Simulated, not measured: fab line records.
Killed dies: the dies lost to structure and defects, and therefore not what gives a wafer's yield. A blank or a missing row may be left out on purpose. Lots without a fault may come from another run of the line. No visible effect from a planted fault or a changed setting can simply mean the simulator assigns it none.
What tool caused it? | flow nand_harc | 37 wafers from 13 lots sampled at 6 of the route's 1302 steps

== WHAT EACH GAUGE READ, for each wafer ==
NHARC_A_ONON_D2_THK_MEAS_18: measures by ellipsometry. Usual: thk_nm 999 nm, standard deviation 7.4.
lot  | measured     | on            | thk_nm (nm)    | flag
L438 | day 12 23:20 | film_metro-02 | 1005 1003 1004 |
L440 | day 13 10:05 | film_metro-01 | 1007 1005 1007 |
L439 | day 13 10:03 | film_metro-02 | 994 996 994    |
L441 | day 14 03:41 | film_metro-02 | 998 998 999    |
L447 | day 16 13:38 | film_metro-02 | 998 997 998    |
L448 | day 17 05:21 | film_metro-02 | 1003 1004 1002 |
L449 | day 17 05:22 | film_metro-01 | 995 996 998    |
L450 | day 17 19:47 | film_metro-02 | 993 993 992    |
L453 | day 19 09:45 | film_metro-02 | 1000 999       |
L457 | day 20 20:17 | film_metro-02 | 1000 999       |
L458 | day 21 14:04 | film_metro-01 | 992 991 990    |
L459 | day 21 14:04 | film_metro-02 | 995 997 996    |
L460 | day 22 02:41 | film_metro-02 | 988 987 988    |

NHARC_A_ONON_D2_THK_MEAS_30: measures by ellipsometry. Usual: thk_nm 1001 nm, standard deviation 5.5.
lot  | measured     | on            | thk_nm (nm)    | flag
L438 | day 13 01:49 | film_metro-02 | 1003 1003 1003 |
L440 | day 13 12:22 | film_metro-02 | 991 992 992    |
L439 | day 13 12:19 | film_metro-01 | 1002 1002 1004 |
L441 | day 14 05:58 | film_metro-01 | 1000 997 999   |
L447 | day 16 15:55 | film_metro-01 | 1007 1006 1006 |
L448 | day 17 07:37 | film_metro-01 | 1002 1003 1004 |
L449 | day 17 07:37 | film_metro-02 | 1000 999 1000  |
L450 | day 17 22:04 | film_metro-01 | 996 996 997    |
L453 | day 19 12:02 | film_metro-01 | 741 741        | OFF
L457 | day 20 22:33 | film_metro-02 | 1009 754       | OFF
L458 | day 21 16:19 | film_metro-01 | 1001 1001 1002 |
L459 | day 21 16:21 | film_metro-02 | 998 1000 998   |
L460 | day 22 04:57 | film_metro-01 | 997 1000 998   |

NHARC_A_ONON_D2_INSPECT_32. Usual: raw_defect_count 420, standard deviation 170.
lot  | measured     | on                | raw_defect_count | flag
L438 | day 13 02:23 | defect_inspect-02 | 365 286 285      |
L440 | day 13 12:55 | defect_inspect-02 | 379 561 360      |
L439 | day 13 12:52 | defect_inspect-01 | 342 454 349      |
L441 | day 14 06:31 | defect_inspect-02 | 574 465 288      |
L447 | day 16 16:27 | defect_inspect-02 | 741 579 931      |
L448 | day 17 08:09 | defect_inspect-01 | 606 814 567      |
L449 | day 17 08:10 | defect_inspect-02 | 235 403 184      |
L450 | day 17 22:37 | defect_inspect-02 | 518 303 429      |
L453 | day 19 12:34 | defect_inspect-02 | 418 329          |
L457 | day 20 23:06 | defect_inspect-01 | 191 255          |
L458 | day 21 16:52 | defect_inspect-02 | 236 275 643      |
L459 | day 21 17:03 | defect_inspect-01 | 698 779 389      |
L460 | day 22 05:44 | defect_inspect-01 | 376 301 382      |

NHARC_END_SORT_01. Usual: killed_at_array 55, standard deviation 12; killed_at_other 1.0, standard deviation 1.2; killed_at_periphery 3.9, standard deviation 2.6; killed_dies 60, standard deviation 12; killed_open 3.3, standard deviation 1.9; killed_short 2.5, standard deviation 1.8.
lot  | measured     | on        | killed_at_array | killed_at_other | killed_at_periphery | killed_dies | killed_open | killed_short | flag
L448 | day 28 22:22 | prober-02 | 47 55 57        | 1 2 1           | 2 2 2               | 50 59 60    | 2 1 2       | 2 3 3        |
L449 | day 28 16:09 | prober-01 | 46 42 45        | 1 2 2           | 9 4 2               | 56 48 49    | 4 1 6       | 8 3 3        |
L453 | day 31 04:52 | prober-01 | 668 673         | 6 3             | 3 1                 | 677 677     | 4 0         | 4 2          | OFF
L457 | day 32 02:43 | prober-02 | 38 671          | 0 0             | 0 6                 | 38 677      | 3 3         | 2 6          | OFF

== EACH LOT AND THE TOOL THAT RAN IT (in order: tool; ch and the chambers of the sampled wafers; start) ==
lot  | NHARC_A_DECK1_JOINT_ETCHBACK_00  | NHARC_A_ONON_D2_DEP_28
L438 | rie_si-02 ch 0,1,2, day 11 14:11 | pecvd_onon-02 ch 0, day 13 01:22
L440 | rie_si-03 ch 1,3, day 12 02:43   | pecvd_onon-03 ch 0, day 13 11:55
L439 | rie_si-02 ch 1,2,3, day 12 02:43 | pecvd_onon-04 ch 0, day 13 11:51
L441 | rie_si-05 ch 1,2,3, day 12 15:55 | pecvd_onon-03 ch 0, day 14 05:27
L447 | rie_si-03 ch 0,1, day 15 01:42   | pecvd_onon-04 ch 0, day 16 15:27
L448 | rie_si-02 ch 1,3, day 15 16:29   | pecvd_onon-04 ch 0, day 17 07:06
L449 | rie_si-03 ch 0,1,2, day 15 16:30 | pecvd_onon-03 ch 0, day 17 07:07
L450 | rie_si-05 ch 0,1,3, day 16 05:26 | pecvd_onon-02 ch 0, day 17 21:43
L453 | rie_si-05 ch 0,2, day 17 20:40   | pecvd_onon-04 ch 0, day 19 11:35
L457 | rie_si-03 ch 1,3, day 19 06:15   | pecvd_onon-04 ch 0, day 20 22:09
L458 | rie_si-02 ch 0,3, day 19 21:59   | pecvd_onon-03 ch 0, day 21 15:56
L459 | rie_si-05 ch 1,2,3, day 20 02:09 | pecvd_onon-02 ch 0, day 21 15:50
L460 | rie_si-02 ch 0,1,3, day 20 17:10 | pecvd_onon-02 ch 0, day 22 04:30
- NHARC_A_DECK1_JOINT_ETCHBACK_00: etches the open film in HBr, target depth 30 nm, time 17.4 s.
- NHARC_A_ONON_D2_DEP_28: target thk 1000 nm.

== WHAT THE TOOLS THEMSELVES READ (means of the sampled wafers that have a number; where no wafer has one, the mark that the record gives instead) ==
NHARC_A_DECK1_JOINT_ETCHBACK_00. Usual: drypump_motor_current_A 5.9 A, standard deviation 0.61; oes_product_au 1.000 a.u., standard deviation 0.0092; throttle_valve_pct 23.266 %, standard deviation 0.0086.
lot  | tool      | drypump_motor_current_A (A) | oes_product_au (a.u.) | throttle_valve_pct (%) | flag
L438 | rie_si-02 | 5.7                         | 1.009                 | 23.259                 |
L440 | rie_si-03 | 5.2                         | 1.010                 | 23.271                 |
L439 | rie_si-02 | 6.1                         | 1.007                 | 23.263                 |
L441 | rie_si-05 | 6.0                         | 0.993                 | 23.273                 |
L447 | rie_si-03 | 5.7                         | 1.003                 | 23.264                 |
L448 | rie_si-02 | 6.1                         | 1.004                 | 23.272                 |
L449 | rie_si-03 | 5.9                         | 0.996                 | 23.266                 |
L450 | rie_si-05 | 5.9                         | 1.001                 | 23.263                 |
L453 | rie_si-05 | 6.2                         | 1.005                 | 23.262                 |
L457 | rie_si-03 | 5.2                         | 1.000                 | 23.264                 |
L458 | rie_si-02 | 5.9                         | 1.005                 | 23.273                 |
L459 | rie_si-05 | 6.1                         | 1.001                 | 23.262                 |
L460 | rie_si-02 | 5.7                         | 1.006                 | 23.272                 |

NHARC_A_ONON_D2_DEP_28. Usual: susceptor_temp_C 400.00 C, standard deviation 0.22.
lot  | tool          | susceptor_temp_C (C) | flag
L438 | pecvd_onon-02 | 399.86               |
L440 | pecvd_onon-03 | 399.84               |
L439 | pecvd_onon-04 | 399.78               |
L441 | pecvd_onon-03 | 400.03               |
L447 | pecvd_onon-04 | 399.85               |
L448 | pecvd_onon-04 | 400.05               |
L449 | pecvd_onon-03 | 400.06               |
L450 | pecvd_onon-02 | 399.89               |
L453 | pecvd_onon-04 | 400.03               |
L457 | pecvd_onon-04 | 400.00               |
L458 | pecvd_onon-03 | 399.96               |
L459 | pecvd_onon-02 | 400.05               |
L460 | pecvd_onon-02 | 399.77               |

== THE ANSWER, worked out from the rows above alone ==
Rule: lot off if the mean of its wafers having a number is beyond 3 standard deviations from the usual mean. A lot without any number at a reading at which 4 lots or more have one is off too. The other lots that the step has rows for count as sound. First the gauges in route order, then the tools' own readings, where a lot's mean is used as printed above. The first step at which some lot is off is used, and at that step the reading that is off furthest; a lot without a number counts as furthest.
Off, at NHARC_A_ONON_D2_THK_MEAS_30 on thk_nm: L453, L457.
If a tool, at a process step before that reading, ran all the lots that are off and no sound lot after the first of them, it fits. Not tried: the gauges at NHARC_A_ONON_D2_THK_MEAS_30; whatever is off there is also off at NHARC_END_SORT_01, on other tools, and gauge error can't account for it. One candidate fits, namely pecvd_onon-04 at NHARC_A_ONON_D2_DEP_28. A fault onset in the window from L448 (day 17 07:06, its last sound lot) to L453 (day 19 11:35, its first lot off) fits.

== WHAT HAD BEEN PUT IN BY THE SIMULATOR ==
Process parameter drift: pecvd_onon-04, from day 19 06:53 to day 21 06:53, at NHARC_A_ONON_D2_DEP_28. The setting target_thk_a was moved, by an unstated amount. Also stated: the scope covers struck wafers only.
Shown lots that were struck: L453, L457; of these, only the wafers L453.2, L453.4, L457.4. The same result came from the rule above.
